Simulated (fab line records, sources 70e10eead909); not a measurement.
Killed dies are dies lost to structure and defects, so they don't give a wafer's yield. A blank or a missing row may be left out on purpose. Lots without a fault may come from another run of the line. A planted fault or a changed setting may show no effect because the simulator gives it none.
Which tool did it? | flow nand_harc | 6 lots, 18 wafers sampled, at 1 step of a route of 1302

WHAT THE GAUGES READ, wafer by wafer
NHARC_P_CONTACT_OVL_MEAS_13.
lot  | measured     | on         | overlay_x_nm (nm)
L803 | day 7 07:50  | overlay-01 | -0.9 -0.1 -0.3
L806 | day 8 22:51  | overlay-01 | 1.3 0.2 0.1
L813 | day 12 00:45 | overlay-02 | -0.1 0.1 0.1
L815 | day 12 19:26 | overlay-01 | 0.1 0.3 0.4
L817 | day 13 19:23 | overlay-01 | -1.2 -1.3 -1.1
L820 | day 14 10:16 | overlay-01 | 0.7 0.1 0.9

WHICH TOOL RAN EACH LOT (tool, then ch and the chambers of the sampled wafers, then the start)
The record holds no process step before these readings.

THE ANSWER, worked out from the rows above alone
Rule: what is usual is taken from the lots themselves. Put in order of their means at a reading, lots are off if they are a third of the lots or fewer, leave a main group of 4 or more, and stand apart from it by a gap of 3 or more times the standard deviation of the main group's means; of several such gaps the widest counts. A main group whose means are all the same, to the digits that the tables above print for the reading, isn't used. A lot without any number at a reading at which 4 lots or more have one is off too. The other lots that the step has rows for count as sound.
No lot is off at any reading shown: from this, nothing can be told.

WHAT THE SIMULATOR HAD PUT IN
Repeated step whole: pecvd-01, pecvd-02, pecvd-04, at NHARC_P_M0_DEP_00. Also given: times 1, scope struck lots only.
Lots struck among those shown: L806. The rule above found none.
